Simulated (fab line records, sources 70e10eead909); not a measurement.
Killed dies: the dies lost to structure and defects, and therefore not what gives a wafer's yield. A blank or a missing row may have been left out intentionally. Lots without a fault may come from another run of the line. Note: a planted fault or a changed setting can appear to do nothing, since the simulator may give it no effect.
fab line records	flow nandHarc
[record] lots = 12	wafers = 34	lastDay = 24
route steps=1159 shown P_M0@264 P_M1@297 END@1159
lots that met no fault: taken from a fault-free run of the same line
startH: the number of hours between the record's first day and the start of the first shown wafer of the lot	waitH: time in hours since the lot's previous step	" the same as in the row above	L1.1+2: one row covering several wafers at once	- either no value or no given start	* or withheld: withheld	< > ~ a bound
route shown NAME@n: NAME is a module with steps in the file, n the number in the route of the first one	usual: mean and standard deviation over wafers with no fault	same: alike in all rows	chamber/n: place in a boat	sites: readings site by site	_std_site: the standard deviation of these	_edge_site: the outer-site mean with the inner-site mean subtracted	radiusMm: how far each site lies from the wafer's centre	mask NAME#n: copy n	behind: the last tool/chamber to shape the wafer	hold: reason for holding the lot/hours on hold/outcome of the hold	device: names the non-switching transistor (n, p or np)	end of line: the route-end tests of the same wafers	for a step that has no rows: nothing shown but its recipe	killed: at the first sort, the dies lost to defects and structure; wafer yield is something else	map: the dies of a wafer, with x for killed, . for not killed, _ for no die there
set.NAME: the setting that was run; set.NAME@STEP: the one run at that earlier step	model.NAME: the simulator's own value behind a step, which no gauge read
one table for each step of the route and one row for each wafer, over a sample of lots
services: when a tool's chamber went out of use (startH, in hours from the record's first day, below 0 if earlier), for how many hours, and the reason
[[steps]]
[step NHARC_P_M0_OVL_MEAS_10]
[recipe] pitchNm = 180
[usual] overlayXNm = -0.1/0.76	overlayYNm = -0.2/0.92
lot.wafer	tool	chamber	startH	waitH	overlayXNm	overlayYNm
L378.4	overlay-02	-	121.99	-	-0.9	-1.0
L378.5	"	-	"	"	-0.7	-0.4
L378.6	"	-	"	"	-0.3	-0.6
L385.3	overlay-01	-	174.64	-	0.1	-1.3
L388.3	overlay-01	-	193.06	-	0.2	-0.8
L388.4	"	-	"	"	0.1	-1.0
L388.5	"	-	"	"	0.5	0.0
L389.1	overlay-01	-	193.61	-	-0.5	-0.4
L389.2	"	-	"	"	-0.1	-0.7
L389.6	"	-	"	"	-0.7	-1.1
L391.1	overlay-01	-	211.85	-	-0.6	1.0
L391.4	"	-	"	"	-0.6	0.6
L391.5	"	-	"	"	-0.9	0.9
L392.1	overlay-01	-	213.87	-	0.3	-1.3
L392.5	"	-	"	"	0.5	-1.5
L392.6	"	-	"	"	0.1	-1.2
L394.1	overlay-01	-	227.22	-	-0.5	-1.8
L394.3	"	-	"	"	-0.7	-1.8
L394.5	"	-	"	"	-0.5	-1.6
L395.2	overlay-02	-	235.16	-	-0.6	-0.9
L395.3	"	-	"	"	-0.2	-0.3
L395.6	"	-	"	"	-0.1	-0.8
L396.2	overlay-01	-	236.16	-	-0.7	-0.6
L396.4	"	-	"	"	-0.8	-0.9
L396.5	"	-	"	"	-0.8	-0.7
L397.1	overlay-02	-	241.74	-	0.3	-1.2
L397.4	"	-	"	"	1.0	-1.4
L397.5	"	-	"	"	0.3	-0.7
L399.1	overlay-01	-	246.07	-	0.1	-0.3
L399.2	"	-	"	"	1.0	0.4
L399.3	"	-	"	"	1.0	0.1
L398.2	overlay-01	-	246.37	-	-0.2	0.7
L398.4	"	-	"	"	-0.7	0.7
L398.5	"	-	"	"	-0.4	0.2
[step NHARC_P_M0_CMP_23]
[recipe] tOverpolishS = 20	targetThkNm = 117.53
[usual] motorCurrentA = 11.8/0.75	timeToEndpointS = 27.8/2.7
lot.wafer	tool	chamber	startH	waitH	motorCurrentA	timeToEndpointS
L378.4	cmp-02	0	124.09	-	11.2	30.0
L378.5	"	0	"	"	12.2	27.5
L378.6	"	1	"	"	11.2	28.6
L385.3	cmp-04	3	176.78	-	12.5	27.4
L388.4	cmp-04	0	195.22	-	11.2	28.6
L388.3	"	2	"	"	10.8	26.8
L388.5	"	1	"	"	11.2	28.1
L389.1	cmp-02	2	196.23	-	11.3	30.3
L389.2	"	1	"	"	11.1	27.4
L389.6	"	3	"	"	12.0	23.5
L391.1	cmp-02	0	213.98	-	11.4	29.5
L391.4	"	2	"	"	11.2	33.2
L391.5	"	0	"	"	11.4	31.1
L392.1	cmp-04	3	216.00	-	12.7	27.0
L392.6	"	3	"	"	12.3	25.1
L392.5	"	0	"	"	10.8	25.2
L394.3	cmp-04	2	229.37	-	11.3	24.5
L394.1	"	3	"	"	12.1	27.2
L394.5	"	3	"	"	11.6	27.1
L395.3	cmp-02	0	237.30	-	11.8	28.4
L395.2	"	1	"	"	11.6	28.3
L395.6	"	3	"	"	12.0	25.0
L396.4	cmp-04	2	238.29	-	10.4	24.1
L396.2	"	1	"	"	11.4	28.6
L396.5	"	2	"	"	10.9	24.9
L397.1	cmp-02	3	243.89	-	12.5	19.8
L397.4	"	2	"	"	11.5	25.0
L397.5	"	3	"	"	12.8	20.1
L399.3	cmp-04	1	248.21	-	10.9	27.3
L399.2	"	2	"	"	11.2	24.6
L399.1	"	0	"	"	11.1	29.4
L398.2	cmp-04	0	248.60	-	11.4	25.1
L398.4	"	1	"	"	10.5	27.3
L398.5	"	1	"	"	11.2	26.8
[step NHARC_P_M0_DEP_32]
[recipe] targetThkA = 300	tempC = 370	targetThkNm = 30	pressureTorr = 3	flowSccm = 200	rfW = 450	material = SiCN
[usual] chamberPressureTorr = 3.000/0.0067	heaterPowerOuterW = 310/36	heaterPowerW = 559/56	rfFwdPowerW = 449.0/1.4	susceptorTempC = 369.98/0.22
lot.wafer	tool	chamber	startH	waitH	chamberPressureTorr	heaterPowerOuterW	heaterPowerW	rfFwdPowerW	susceptorTempC
L378.4	pecvd-03	1	124.86	0.2	2.998	332	578	450.5	370.11
L378.6	"	2	"	"	3.006	274	494	447.6	370.27
L378.5	"	0	"	"	3.000	274	510	449.7	369.72
L385.3	pecvd-01	0	177.45	0.1	2.997	371	688	448.6	370.28
L388.3	pecvd-03	1	195.88	0.1	2.995	367	617	450.0	370.31
L388.5	"	1	"	"	2.997	373	611	449.1	370.17
L388.4	"	2	"	"	2.998	290	509	448.1	369.93
L389.1	pecvd-03	1	196.89	0.1	2.998	337	556	448.4	369.86
L389.2	"	2	"	"	3.006	323	553	448.8	370.11
L389.6	"	2	"	"	3.001	326	543	448.7	370.34
L391.1	pecvd-02	2	214.62	0.1	3.002	242	474	449.9	370.21
L391.5	"	2	"	"	3.005	251	471	448.2	370.23
L391.4	"	0	"	"	3.007	292	559	447.6	369.81
L392.1	pecvd-03	2	216.66	0.1	2.992	244	457	448.0	369.87
L392.5	"	2	"	"	2.993	245	465	447.1	369.94
L392.6	"	0	"	"	2.992	277	507	448.4	370.19
L394.3	pecvd-03	1	230.00	0.1	2.997	348	591	449.8	370.06
L394.1	"	0	"	"	3.009	320	563	448.4	369.70
L394.5	"	0	"	"	3.010	326	561	446.8	369.64
L395.3	pecvd-02	2	237.94	0.1	3.006	259	491	449.2	370.07
L395.2	"	0	"	"	2.992	315	591	448.5	369.98
L395.6	"	1	"	"	2.999	339	590	448.6	369.71
L396.2	pecvd-02	0	238.94	0.1	2.994	245	492	445.4	369.98
L396.5	"	1	"	"	3.014	353	582	449.2	369.95
L396.4	"	2	"	"	3.002	260	503	451.5	369.87
L397.1	pecvd-02	0	244.76	0.1	3.003	302	555	449.5	370.54
L397.5	"	2	"	"	2.986	265	495	450.6	369.76
L397.4	"	0	"	"	3.002	295	553	451.2	370.20
L399.1	pecvd-02	0	249.23	0.1	2.992	276	528	448.7	369.94
L399.3	"	1	"	"	3.006	297	507	447.7	369.69
L399.2	"	2	"	"	3.010	251	476	450.2	370.09
L398.2	pecvd-02	2	249.65	0.1	3.001	301	540	450.4	370.20
L398.5	"	0	"	"	2.993	278	530	449.3	369.96
L398.4	"	2	"	"	3.000	313	560	450.3	370.26
[step NHARC_P_M1_INSPECT_11]
[usual] rawDefectCount = 4.0/2.2
lot.wafer	tool	chamber	startH	waitH	hold	rawDefectCount
L378.4	defectInspect-02	-	126.22	0.0	-	3
L378.5	"	-	"	"	-	2
L378.6	"	-	"	"	-	5
L385.3	defectInspect-01	-	178.73	0.0	awaitDispo/0.2h/release	391
L385.3	defectInspect-01	-	178.90	0.2	-	388
L388.3	defectInspect-02	-	197.22	0.0	-	3
L388.4	"	-	"	"	-	5
L388.5	"	-	"	"	-	5
L389.1	defectInspect-01	-	198.20	0.0	-	4
L389.2	"	-	"	"	-	5
L389.6	"	-	"	"	-	8
L391.1	defectInspect-01	-	215.82	0.0	-	2
L391.4	"	-	"	"	-	4
L391.5	"	-	"	"	-	7
L392.1	defectInspect-02	-	218.16	0.0	-	7
L392.5	"	-	"	"	-	4
L392.6	"	-	"	"	-	8
L394.1	defectInspect-02	-	231.24	0.0	-	12
L394.3	"	-	"	"	-	9
L394.5	"	-	"	"	-	9
L395.2	defectInspect-02	-	239.43	0.0	-	6
L395.3	"	-	"	"	-	1
L395.6	"	-	"	"	-	2
L396.2	defectInspect-01	-	240.29	0.0	-	4
L396.4	"	-	"	"	-	3
L396.5	"	-	"	"	-	6
L397.1	defectInspect-01	-	246.06	0.1	-	5
L397.4	"	-	"	"	-	6
L397.5	"	-	"	"	-	2
L399.1	defectInspect-01	-	250.47	0.0	-	2
L399.2	"	-	"	"	-	2
L399.3	"	-	"	"	-	2
L398.2	defectInspect-01	-	250.93	0.0	-	2
L398.4	"	-	"	"	-	3
L398.5	"	-	"	"	-	2
[step NHARC_P_M1_DEGAS_29]
[recipe] tempC = 250	timeS = 60
[usual] heaterPowerW = 347/36	susceptorTempC = 250.00/0.16
lot.wafer	tool	chamber	startH	waitH	heaterPowerW	susceptorTempC
L378.4	pvdSputter-02	-	127.31	-	353	250.25
L378.5	"	-	"	"	359	250.29
L378.6	"	-	"	"	361	250.03
L385.3	pvdSputter-01	-	187.38	-	434	249.68
L388.4	pvdSputter-02	-	198.29	-	358	250.14
L388.3	"	-	"	"	319	249.65
L388.5	"	-	"	"	311	249.75
L389.1	pvdSputter-01	-	199.29	-	422	250.02
L389.2	"	-	"	"	358	250.09
L389.6	"	-	"	"	438	249.90
L391.4	pvdSputter-03	-	216.89	-	367	249.95
L391.1	"	-	"	"	391	249.93
L391.5	"	-	"	"	315	249.65
L392.1	pvdSputter-01	-	219.25	-	294	250.12
L392.6	"	-	"	"	357	250.08
L392.5	"	-	"	"	295	249.90
L394.3	pvdSputter-03	-	232.37	-	390	249.87
L394.1	"	-	"	"	367	249.84
L394.5	"	-	"	"	395	250.07
L395.3	pvdSputter-01	-	240.53	-	302	-
L395.2	"	-	"	"	416	-
L395.6	"	-	"	"	364	-
L396.4	pvdSputter-02	-	241.49	-	379	250.36
L396.2	"	-	"	"	372	249.86
L396.5	"	-	"	"	323	249.98
L397.1	pvdSputter-01	-	247.21	-	358	249.81
L397.4	"	-	"	"	418	249.78
L397.5	"	-	"	"	367	249.89
L399.1	pvdSputter-01	-	251.60	-	302	249.97
L399.3	"	-	"	"	292	250.10
L399.2	"	-	"	"	422	250.11
L398.4	pvdSputter-02	-	252.07	-	355	249.87
L398.2	"	-	"	"	344	249.82
L398.5	"	-	"	"	370	249.75
[step NHARC_END_SORT_01]
[recipe] tempC = 25
[usual] defectLimitedYield = 95.5/1.3	killedAtArray = 27/8.8	killedAtOther = 0.4/0.82	killedAtPeriphery = 3.1/2.1	killedDies = 31/8.8	killedOpen = 3.3/2	killedShort = 2.0/1.4	sort_bin_2_pct = 1.3/0.56	sort_bin_3_pct = 0.25/0.21	sort_bin_4_pct = 2.9/0.89	sortNPass = 646/8.8	sortRimYieldPct = 95.8/2.7	sortYieldPct = 95.5/1.3
[same] grossDies = 677	sort_bin_5_pct[%] = 0	sort_bin_6_pct[%] = 0	sort_bin_7_pct[%] = 0	sort_bin_8_pct[%] = 0	sortRimNGross = 106.00
lot.wafer	tool	chamber	startH	waitH	defectLimitedYield[%]	killedAtArray	killedAtOther	killedAtPeriphery	killedDies	killedOpen	killedShort	sort_bin_2_pct[%]	sort_bin_3_pct[%]	sort_bin_4_pct[%]	sortNPass	sortRimYieldPct[%]	sortYieldPct[%]
L385.3	prober-01	0	525.37	3.1	87.0	10	0	78	88	1	1	4.7	2.95	5.3	589	98.1	87.0
// killed by level:class
L385.3 P_M0:unspecified=75 A_CONTACT:chamberFilmFlake=4 P_BONDPAD:chamberFilmFlake=3 A_CHANNEL_HOLE_D1:chamberFilmFlake=3 A_CHANNEL_HOLE_D1:geometricParticle:open=1 A_CONTACT:geometricParticle:short=1 A_STAIRCASE:chamberFilmFlake=1
[[services]]
tool	chamber	startH	hours	kind
pecvd-02	0	101.32	23.9	repair
pvdSputter-03	-	102.00	10.0	pm
cmp-04	-	105.13	4.0	pm
pvdSputter-01	-	105.21	0.5	repair
pecvd-03	-	111.37	13.0	pm
pvdSputter-01	-	118.62	0.6	repair
cmp-02	-	120.28	1.0	repair
cmp-02	-	128.54	4.0	pm
pecvd-02	-	153.24	13.0	pm
cmp-02	-	156.95	1.9	repair
pvdSputter-01	-	158.00	10.0	pm
cmp-02	-	163.55	1.6	repair
pecvd-01	-	164.88	0.4	repair
pecvd-02	-	170.52	0.4	repair
pvdSputter-02	-	188.30	6.9	repair
cmp-04	-	203.25	4.0	pm
pecvd-02	0	207.03	5.3	repair
pecvd-02	-	211.36	0.4	repair
pvdSputter-02	-	215.37	10.0	pm
pecvd-01	-	215.71	0.7	repair
pecvd-01	-	218.99	0.6	repair
cmp-02	-	226.54	4.0	pm
pecvd-02	-	235.98	0.8	repair
cmp-04	-	237.38	0.3	repair
[[key]]
[firstSign] step = NHARC_P_M1_INSPECT_11	reading = visit	direction = added
[effect] step = NHARC_P_M1_INSPECT_11	reading = rawDefectCount	direction = up	sigmas = 99+	usual = 4.0	struck = 391
[effect] step = NHARC_END_SORT_01	reading = killedAtPeriphery	direction = up	sigmas = 36	usual = 3.1	struck = 78
[moreKillsBornAt] NHARC_P_M0_DEP_32@pecvd-01 = 75
metAt NHARC_P_M0_DEP_32
struckLots L385
struckWafers L385.3
notActingAt NHARC_P_M0_OVL_MEAS_10,NHARC_P_M0_CMP_23,NHARC_P_M1_DEGAS_29
[fault] kind = chamberParticleSource	tool = pecvd-01	chamber = 0	onsetH = 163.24	steps = NHARC_P_M0_DEP_32	ratePerVisitCm2 = 0.60527	endH = 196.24
